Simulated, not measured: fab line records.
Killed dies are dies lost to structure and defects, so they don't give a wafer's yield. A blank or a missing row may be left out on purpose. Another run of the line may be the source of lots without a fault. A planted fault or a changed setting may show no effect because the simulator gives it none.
Split-lot study | flow n5 finfet | 21 wafers read across 7 lots, on a route 1938 steps long

SPLIT DETAILS
At N5_PASSIVATION_PASS_ETCH_47 (etches SiNx in CF4/O2, target depth 770 nm, time 385 s), the setting time s was moved away from the recipe's 385 s on 7 of the 21 wafers read, by -9.9% to +21.9%. All remaining wafers had this setting at the recipe value.

The reading is taken at the split's own step.

THE READING
etch.depth nm (the simulator's own value, which no gauge read), in nm, at N5_PASSIVATION_PASS_ETCH_47 (etches SiNx in CF4/O2, target depth 770 nm, time 385 s). The file does not state a usual value for it. Across the 14 wafers here that went through the recipe, the average is 778.7 nm and the standard deviation 11 nm.

wafer  | tool, chamber at the split | time s as run, s | against the recipe | etch.depth nm, nm | against lot-mates on the recipe
L074.1 | rie diel-04, 0             | 424.8            | +10.3%             | 841               | +64.5
L074.3 | rie diel-04, 3             | 424.8            | +10.3%             | 852.6             | +76.1
L074.6 | rie diel-04, 1             | 385              | recipe             | 776.5             | -
L078.1 | rie diel-01, 1             | 385              | recipe             | 774               | -
L078.2 | rie diel-01, 3             | 385              | recipe             | 773.8             | -
L078.5 | rie diel-01, 3             | 385              | recipe             | 771.9             | -
L081.1 | rie diel-01, 3             | 385              | recipe             | 781.9             | -
L081.2 | rie diel-01, 0             | 385              | recipe             | 775.4             | -
L081.5 | rie diel-01, 3             | 385              | recipe             | 778.6             | -
L090.1 | rie diel-01, 1             | 446.9            | +16.1%             | 893.4             | +123.3
L090.2 | rie diel-01, 3             | 385              | recipe             | 767.1             | -
L090.3 | rie diel-01, 0             | 385              | recipe             | 773.1             | -
L088.1 | rie diel-03, 0             | 444.1            | +15.4%             | 898.9             | +99.6
L088.3 | rie diel-03, 2             | 385              | recipe             | 806.8             | -
L088.6 | rie diel-03, 3             | 385              | recipe             | 791.8             | -
L097.1 | rie diel-03, 1             | 346.8            | -9.9%              | 715               | -79.2
L097.5 | rie diel-03, 3             | 385              | recipe             | 794.2             | -
L097.6 | rie diel-03, 0             | 346.8            | -9.9%              | 698.2             | -96.0
L096.1 | rie diel-01, 3             | 385              | recipe             | 761.5             | -
L096.2 | rie diel-01, 1             | 385              | recipe             | 775.6             | -
L096.4 | rie diel-01, 0             | 469.5            | +21.9%             | 935.7             | +167.2

FIT RESULTS
A straight line over all 21 wafers: etch.depth nm changes by +7.21 nm for each +1% of time s; r = +0.98; the points scatter about the line by 11 nm.
The same after taking each lot's own level away (the mean of its wafers on the recipe; 21 wafers): +7.58 nm for each +1%; r = +0.99; scatter 7.4 nm.
The reading moves by 1.7e+02 nm for the largest change in time s, on that fit.
Measured against the standard deviation above, the lots' own levels, which go from 768.55 to 799.30 nm, span 2.7 times it.
Hence the lot-to-lot level has little effect on the slope; both slopes agree.
Check: with one of the wafers moved furthest among these (+21.9%) left out of the fit, the line predicts +162 nm for it against its lot-mates. Against them it came out at +167 nm.

ADDITIONAL SPLITS CARRIED BY THESE WAFERS
Other splits were also applied to these wafers ahead of the reading. Each is held against what the fit with the lots' levels taken away leaves over:
other split on the same wafers | wafers away from the commonest value | r with etch.depth nm (lot level and that fit taken away)
N5_BEOL_M10_VIA_ETCH_34 time s | 13                                   | +0.14
N5_BEOL_M10_ETCH_41 source w   | 8                                    | +0.00
N5_BEOL_M11_PECVD_70 time s    | 7                                    | -0.01
N5_BEOL_M12_SPUTTER_44 time s  | 8                                    | +0.27
N5_BEOL_M15_ILD_DEP_00 time s  | 6                                    | +0.07
N5_BEOL_M15_EXPOSE_07 dose mj  | 4                                    | -0.26

FILE'S OWN FIT
etch.depth nm changes by +7.43 nm for each +1% of time s, r = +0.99.
